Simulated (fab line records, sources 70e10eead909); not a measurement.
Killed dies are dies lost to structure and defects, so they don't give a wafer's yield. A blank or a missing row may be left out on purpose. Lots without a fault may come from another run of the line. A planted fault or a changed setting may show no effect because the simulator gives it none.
Chamber matching | flow nand_harc | NHARC_A_WL_FILL_ALD_00 on ald_hk-03: 4 sister chambers
The step deposits Al2O3, target thk 3 nm, pulse time 3 s, ald cycles 30. 14 wafers are shown with their chamber, then 7 later ones without.

WAFERS WITH THEIR CHAMBER
wafer  | chamber | heater_power_w (W) | precursor_pulse_height_rel
L516.2 | 0       | 494                | 0.959
L516.4 | 2       | 472                | 0.980
L516.5 | 0       | 489                | 1.009
L517.2 | 2       | 478                | 1.067
L517.4 | 3       | 513                | 0.988
L517.5 | 2       | 474                | 0.982
L519.1 | 3       | 521                | 1.016
L519.4 | 1       | 430                | 0.995
L519.6 | 3       | 508                | 1.041
L520.1 | 0       | 489                | 1.028
L520.3 | 2       | 481                | 0.999
L520.5 | 1       | 444                | 1.020
L522.3 | 1       | 428                | 1.018
L522.4 | 2       | 468                | 0.988

SIGNATURES (means of the wafers above)
reading                    | chamber 0 | chamber 1 | chamber 2 | chamber 3 | scatter within a chamber
heater_power_w             | 490.67    | 434.00    | 474.60    | 514.00    | 5.98
precursor_pulse_height_rel | 0.99867   | 1.01100   | 1.00320   | 1.01500   | 0.031
Rule: a wafer's distance from a chamber is the root of the sum, over the readings, of the square of ((its reading less the chamber's mean) divided by the reading's scatter). The wafer belongs to the nearest chamber; if the next one is less than 2 further off, it can't be placed. The scatter: the root of (the sum of the squares of (reading less its chamber's mean) over the shown wafers, divided by (wafers less chambers)).

WAFERS WITHOUT THEIR CHAMBER
wafer  | heater_power_w (W) | precursor_pulse_height_rel
L522.5 | 489                | 0.992
L538.1 | 521                | 1.023
L538.3 | 426                | 1.015
L538.4 | 456                | 0.982
L537.2 | 503                | 1.029
L537.4 | 464                | 0.954
L537.5 | 468                | 0.975

WHICH CHAMBER EACH WENT THROUGH
wafer  | from the rows above     | in truth
L522.5 | 0                       | 0
L538.1 | 3                       | 3
L538.3 | 1                       | 1
L538.4 | can't be placed: 2 or 1 | 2
L537.2 | can't be placed: 3 or 0 | 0
L537.4 | 2                       | 2
L537.5 | 2                       | 2
Placed correctly: 5 of 7. Can't be placed from these rows: 2 (the true chamber is among the candidates in 2). Placed wrongly: 0.
